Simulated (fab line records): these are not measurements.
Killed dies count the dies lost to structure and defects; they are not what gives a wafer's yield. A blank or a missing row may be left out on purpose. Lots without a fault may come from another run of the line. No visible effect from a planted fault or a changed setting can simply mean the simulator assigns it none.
Chamber matching	flow nand harc	NHARC_A_STAIRCASE_TRIM_220 on rie diel-06: 4 sister chambers
The step chemistry O2, time 211.2 s. 4 wafers are shown with their chamber, then 12 later ones without.

## WAFERS PAIRED WITH THEIR CHAMBERS
wafer	chamber	showerhead plenum p Torr (Torr)
L086.2	2	3.42
L088.3	1	3.77
L088.4	3	3.31
L088.6	0	3.40

## WAFERS WITH NO CHAMBER GIVEN
wafer	showerhead plenum p Torr (Torr)
L092.4	3.39
L092.5	3.76
L092.6	3.40
L093.2	3.76
L093.4	3.39
L093.6	3.76
L095.1	3.40
L095.2	3.76
L095.5	3.39
L096.3	3.76
L096.5	3.30
L096.6	3.39

## THE CHAMBER EACH PASSED THROUGH
wafer	from the rows above	in truth
L092.4	0	0
L092.5	1	1
L092.6	0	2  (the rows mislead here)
L093.2	1	1
L093.4	0	0
L093.6	1	1
L095.1	0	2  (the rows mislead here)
L095.2	1	1
L095.5	0	0
L096.3	1	1
L096.5	3	3
L096.6	0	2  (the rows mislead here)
9 of 12 placed correctly. Can't be placed from these rows: 0. Number placed wrongly: 3.
How it was worked out, from the rows above alone: a wafer's distance from a chamber is the root of the sum, over the readings, of the square of ((its reading less the chamber's mean) divided by the reading's scatter). If the next closest chamber is less than 2 further off than the closest, the wafer can't be placed; otherwise it belongs to the closest. Each chamber's mean is taken over the wafers shown for it. The scatter: with one shown wafer a chamber, the root of the mean of the squares of how far each hidden wafer lies from its nearest shown one.
